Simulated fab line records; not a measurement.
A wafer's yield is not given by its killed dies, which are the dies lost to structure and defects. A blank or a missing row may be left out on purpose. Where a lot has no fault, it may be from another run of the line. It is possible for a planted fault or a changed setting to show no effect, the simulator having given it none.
Which tool was responsible? | flow nandHarc | Sampling: 11 lots, 33 wafers, 5 of 1302 route steps

WHAT THE GAUGES SHOWED, per wafer
NHARC_END_SORT_01. Usual: defectLimitedYield 91.9 %, standard deviation 2.9; killedAtArray 50, standard deviation 20; killedAtOther 1.2, standard deviation 1.5; killedAtPeriphery 3.6, standard deviation 2.6; killedDies 55, standard deviation 20; killedOpen 3.4, standard deviation 2; killedShort 2.7, standard deviation 1.6; sort_bin_2_pct 2.9 %, standard deviation 1.3; sort_bin_3_pct 0.6 %, standard deviation 0.38; sort_bin_4_pct 4.6 %, standard deviation 1.6; sortNPass 622, standard deviation 20; sortRimYieldPct 93 %, standard deviation 3.8; sortYieldPct 91.9 %, standard deviation 2.9.
lot  | measured     | on        | defectLimitedYield (%) | killedAtArray | killedAtOther | killedAtPeriphery | killedDies  | killedOpen | killedShort | sort_bin_2_pct (%) | sort_bin_3_pct (%) | sort_bin_4_pct (%) | sortNPass   | sortRimYieldPct (%) | sortYieldPct (%) | flag
L282 | day 24 22:13 | prober-02 | 97.8 97.5 97.5         | 8 15 10       | 2 2 3         | 5 0 4             | 15 17 17    | 5 3 4      | 2 3 2       | 0.6 0.4 0.9        | 0.1 0.3 0          | 1.5 1.8 1.6        | 662 660 660 | 98 98 96            | 97.8 97.5 97.5   | 
L285 | day 25 11:38 | prober-01 | 91.3 91.6 90.7         | 57 53 60      | 0 0 1         | 2 4 2             | 59 57 63    | 3 7 7      | 4 3 4       | 3.4 3.1 3.4        | 0.1 1.2 1.0        | 5.2 4.1 4.9        | 618 620 614 | 99 92 92            | 91.3 91.6 90.7   | 
L286 | day 26 03:17 | prober-01 | 91.1 92.2 90.3         | 55 49 57      | 4 4 5         | 1 0 4             | 60 53 66    | 1 2 4      | 1 1 5       | 3.4 2.1 4.1        | 0.3 0.9 0.3        | 5.2 4.9 5.3        | 617 624 611 | 92 91 88            | 91.1 92.2 90.3   | 
L288 | day 26 20:33 | prober-02 | 91.7 90.7 91.1         | 51 59 57      | 0 0 0         | 5 4 3             | 56 63 60    | 1 3 2      | 3 6 2       | 2.4 3.2 3.7        | 0.9 0.9 0.3        | 5.0 5.2 4.9        | 621 614 617 | 90 96 89            | 91.7 90.7 91.1   | 
L291 | day 28 04:58 | prober-01 | 79.5 83.8 80.6         | 134 102 122   | 1 3 7         | 4 5 2             | 139 110 131 | 3 0 2      | 0 2 2       | 7.4 7.1 8.7        | 4.3 3.7 3.1        | 8.9 5.5 7.5        | 538 567 546 | 97 86 92            | 79.5 83.8 80.6   | OFF
L294 | day 29 01:52 | prober-01 | 82.0 82.9 83.5         | 118 112 108   | 0 1 0         | 4 3 4             | 122 116 112 | 3 4 2      | 7 1 5       | 8.6 7.4 8.7        | 4.1 3.4 2.8        | 5.3 6.4 5.0        | 555 561 565 | 91 92 78            | 82.0 82.9 83.5   | OFF
L301 | day 32 01:02 | prober-01 | 92.2 88.8 91.6         | 52 68 57      | 1 2 0         | 0 6 0             | 53 76 57    | 2 6 2      | 3 4 2       | 2.4 3.2 3.2        | 1.2 1.3 0.9        | 4.3 6.6 4.3        | 624 601 620 | 87 85 96            | 92.2 88.8 91.6   | 
L300 | day 32 02:38 | prober-02 | 90.5 92.2 92.2         | 64 51 52      | 0 0 0         | 0 2 1             | 64 53 53    | 5 5 2      | 3 3 3       | 2.1 3.1 2.4        | 0.9 0.1 0.7        | 6.5 4.6 4.7        | 613 624 624 | 96 95 98            | 90.5 92.2 92.2   | 
L303 | day 32 17:44 | prober-01 | 95.6 96.6 96.0         | 24 19 23      | 3 2 1         | 3 2 3             | 30 23 27    | 4 5 4      | 3 0 1       | 0.7 1.5 1.6        | 0.3 0.3 0.1        | 3.4 1.6 2.2        | 647 654 650 | 98 99 95            | 95.6 96.6 96.0   | 
L302 | day 33 06:53 | prober-02 | 88.6 94.4 89.1         | 69 31 66      | 4 3 1         | 4 4 7             | 77 38 74    | 1 4 2      | 3 3 3       | 3.8 2.1 4.6        | 1.3 0.4 0.7        | 6.2 3.1 5.6        | 600 639 603 | 88 89 92            | 88.6 94.4 89.1   | 
L304 | day 33 14:21 | prober-01 | 91.4 93.2 91.6         | 52 37 55      | 0 1 0         | 6 8 2             | 58 46 57    | 3 6 2      | 4 0 1       | 2.5 2.4 2.8        | 1.2 0.3 0.4        | 4.9 4.1 5.2        | 619 631 620 | 95 88 92            | 91.4 93.2 91.6   | 

WHAT TOOL EACH LOT RAN ON (gives the tool, then ch and the chambers of the sampled wafers, and finally the start)
lot  | NHARC_A_BONDPAD_PVD_27      | NHARC_THIN_TSV_DEGAS_53     | NHARC_THIN_TSV_DESCUM_35          | NHARC_THIN_TSV_ETCH_36
L282 | pvdSputter-01, day 23 11:18 | pvdSputter-02, day 24 09:11 | rieDiel-07 ch 0,1, day 24 10:22   | rieMetal-03 ch 0,1, day 24 10:47
L285 | pvdSputter-01, day 24 06:32 | pvdSputter-03, day 25 01:27 | rieDiel-07 ch 0,2, day 25 02:39   | rieMetal-02 ch 0,1, day 25 03:02
L286 | pvdSputter-03, day 24 19:55 | pvdSputter-02, day 25 13:02 | rieDiel-01 ch 0,2, day 25 14:20   | rieMetal-01 ch 0,1, day 25 14:43
L288 | pvdSputter-03, day 25 10:19 | pvdSputter-01, day 26 09:02 | rieDiel-07 ch 0,1,2, day 26 10:13 | rieMetal-01 ch 0,1, day 26 10:35
L291 | pvdSputter-01, day 26 21:58 | pvdSputter-01, day 27 16:15 | rieDiel-07 ch 0,1,3, day 27 17:32 | rieMetal-02 ch 0,1, day 27 17:55
L294 | pvdSputter-01, day 27 18:13 | pvdSputter-02, day 28 13:20 | rieDiel-07 ch 2,3, day 28 14:38   | rieMetal-01 ch 0,1, day 28 15:02
L301 | pvdSputter-03, day 30 18:37 | pvdSputter-01, day 31 14:42 | rieDiel-07 ch 0,1,3, day 31 16:01 | rieMetal-03 ch 0,1, day 31 16:23
L300 | pvdSputter-03, day 30 20:34 | pvdSputter-03, day 31 15:56 | rieDiel-07 ch 0,2,3, day 31 17:08 | rieMetal-03 ch 0,1, day 31 17:30
L303 | pvdSputter-02, day 31 11:02 | pvdSputter-03, day 32 07:28 | rieDiel-01 ch 0,1, day 32 08:46   | rieMetal-02 ch 0,1, day 32 09:10
L302 | pvdSputter-03, day 31 14:21 | pvdSputter-02, day 32 18:13 | rieDiel-01 ch 0,1,3, day 32 19:32 | rieMetal-01 ch 0,1, day 32 19:55
L304 | pvdSputter-01, day 32 07:56 | pvdSputter-01, day 33 02:36 | rieDiel-08 ch 0,2, day 33 03:55   | rieMetal-03 ch 0,1, day 33 04:18
- NHARC_A_BONDPAD_PVD_27: deposits Cu, target thk 30 nm, time 20.49 s.
- NHARC_THIN_TSV_DEGAS_53: time 60 s.
- NHARC_THIN_TSV_DESCUM_35: chemistry O2, time 3 s.
- NHARC_THIN_TSV_ETCH_36: etches the open film in Cl2/BCl3, target depth 65 nm, time 18.571 s.

WHAT THE TOOLS THEMSELVES READ (means of the sampled wafers that have a number; where no wafer has one, the mark that the record gives instead)
NHARC_A_BONDPAD_PVD_27. Usual: substrateTempC 29.99 C, standard deviation 0.11; throttleValvePct 30.2 %, standard deviation 1.2.
lot  | tool          | substrateTempC (C) | throttleValvePct (%) | flag
L282 | pvdSputter-01 | 29.99              | 30.7                 | 
L285 | pvdSputter-01 | 30.02              | 29.5                 | 
L286 | pvdSputter-03 | 29.98              | 30.1                 | 
L288 | pvdSputter-03 | 29.97              | 31.0                 | 
L291 | pvdSputter-01 | 29.93              | 30.5                 | 
L294 | pvdSputter-01 | 29.95              | 30.3                 | 
L301 | pvdSputter-03 | 30.00              | 30.2                 | 
L300 | pvdSputter-03 | 29.89              | 29.0                 | 
L303 | pvdSputter-02 | 29.95              | 29.6                 | 
L302 | pvdSputter-03 | 30.10              | 30.5                 | 
L304 | pvdSputter-01 | 30.16              | 30.1                 | 

NHARC_THIN_TSV_DEGAS_53. Usual: heaterPowerW 456 W, standard deviation 49.
lot  | tool          | heaterPowerW (W) | flag
L282 | pvdSputter-02 | 448              | 
L285 | pvdSputter-03 | 489              | 
L286 | pvdSputter-02 | 410              | 
L288 | pvdSputter-01 | 454              | 
L291 | pvdSputter-01 | 445              | 
L294 | pvdSputter-02 | 447              | 
L301 | pvdSputter-01 | 445              | 
L300 | pvdSputter-03 | 488              | 
L303 | pvdSputter-03 | 463              | 
L302 | pvdSputter-02 | 416              | 
L304 | pvdSputter-01 | 444              | 

NHARC_THIN_TSV_DESCUM_35. Usual: chamberPressureMTorr 60.00 mTorr, standard deviation 0.047; drypumpMotorCurrentA 5.9 A, standard deviation 0.48; oesProductAu 0.998 a.u., standard deviation 0.01; rfVppV 57.6 V, standard deviation 0.88; showerheadPlenumPTorr 1.88 Torr, standard deviation 0.088; throttleValvePct 11.311 %, standard deviation 0.0084.
lot  | tool       | chamberPressureMTorr (mTorr) | drypumpMotorCurrentA (A) | oesProductAu (a.u.) | rfVppV (V) | showerheadPlenumPTorr (Torr) | throttleValvePct (%) | flag
L282 | rieDiel-07 | 60.02                        | 6.0                      | 0.997               | 57.5       | 1.86                         | 11.305               | 
L285 | rieDiel-07 | 59.99                        | 5.7                      | 0.996               | 57.7       | 1.84                         | 11.298               | 
L286 | rieDiel-01 | 59.97                        | 5.2                      | 0.991               | 57.8       | 1.85                         | 11.317               | 
L288 | rieDiel-07 | 60.07                        | 6.0                      | 1.001               | 56.9       | 1.84                         | 11.306               | 
L291 | rieDiel-07 | 59.99                        | 5.9                      | 1.002               | 58.3       | 1.92                         | 11.316               | 
L294 | rieDiel-07 | 59.96                        | 5.5                      | 1.001               | 57.9       | 1.90                         | 11.308               | 
L301 | rieDiel-07 | 60.05                        | 5.9                      | 0.990               | 57.9       | 1.91                         | 11.319               | 
L300 | rieDiel-07 | 59.98                        | 5.6                      | 0.991               | 58.1       | 1.91                         | 11.309               | 
L303 | rieDiel-01 | 60.00                        | 6.0                      | 0.994               | 57.8       | 1.84                         | 11.319               | 
L302 | rieDiel-01 | 60.01                        | 6.2                      | 0.997               | 57.8       | 1.90                         | 11.308               | 
L304 | rieDiel-08 | 60.02                        | 5.9                      | 1.006               | 57.0       | 1.78                         | 11.309               | 

NHARC_THIN_TSV_ETCH_36. Usual: chamberPressureMTorr 10.000 mTorr, standard deviation 0.0092; drypumpMotorCurrentA 5.85 A, standard deviation 0.24; heBacksideLeakSccm 3.33 sccm, standard deviation 0.27; oesProductAu 1.006 a.u., standard deviation 0.0096.
lot  | tool        | chamberPressureMTorr (mTorr) | drypumpMotorCurrentA (A) | heBacksideLeakSccm (sccm) | oesProductAu (a.u.) | flag
L282 | rieMetal-03 | 9.996                        | 5.89                     | 3.37                      | 1.004               | 
L285 | rieMetal-02 | 10.004                       | 5.87                     | 3.30                      | 0.988               | 
L286 | rieMetal-01 | 9.994                        | 5.96                     | 3.18                      | 1.019               | 
L288 | rieMetal-01 | 9.998                        | 5.95                     | 3.25                      | 1.015               | 
L291 | rieMetal-02 | 9.996                        | 5.86                     | 3.60                      | 0.994               | 
L294 | rieMetal-01 | 10.001                       | 5.80                     | 3.20                      | 1.008               | 
L301 | rieMetal-03 | 9.996                        | 5.91                     | 3.31                      | 1.001               | 
L300 | rieMetal-03 | 9.998                        | 5.90                     | 3.14                      | 0.999               | 
L303 | rieMetal-02 | 9.994                        | 5.68                     | 3.32                      | 1.008               | 
L302 | rieMetal-01 | 10.006                       | 5.78                     | 3.17                      | 1.016               | 
L304 | rieMetal-03 | 10.001                       | 5.85                     | 3.66                      | 1.005               | 

THE ANSWER, worked out from the rows above alone
Rule: lot off if the mean of its wafers having a number is beyond 3 standard deviations from the usual mean. A lot without any number at a reading at which 4 lots or more have one is off too. Where the step has rows for the other lots, those lots are counted as sound. After the gauges, taken in route order, come the tools' own readings; for these a lot's mean is taken, as printed above. The first step at which some lot is off is used, and at that step the reading that is off furthest; a lot without a number counts as furthest.
Off: L291, L294 (NHARC_END_SORT_01, sort_bin_3_pct).
If a tool, at a process step before that reading, ran all the lots that are off and no sound lot after the first of them, it fits. The gauges at NHARC_END_SORT_01 are tried like those tools. Of those tried, none fits.

WHAT WAS PUT IN BY THE SIMULATOR
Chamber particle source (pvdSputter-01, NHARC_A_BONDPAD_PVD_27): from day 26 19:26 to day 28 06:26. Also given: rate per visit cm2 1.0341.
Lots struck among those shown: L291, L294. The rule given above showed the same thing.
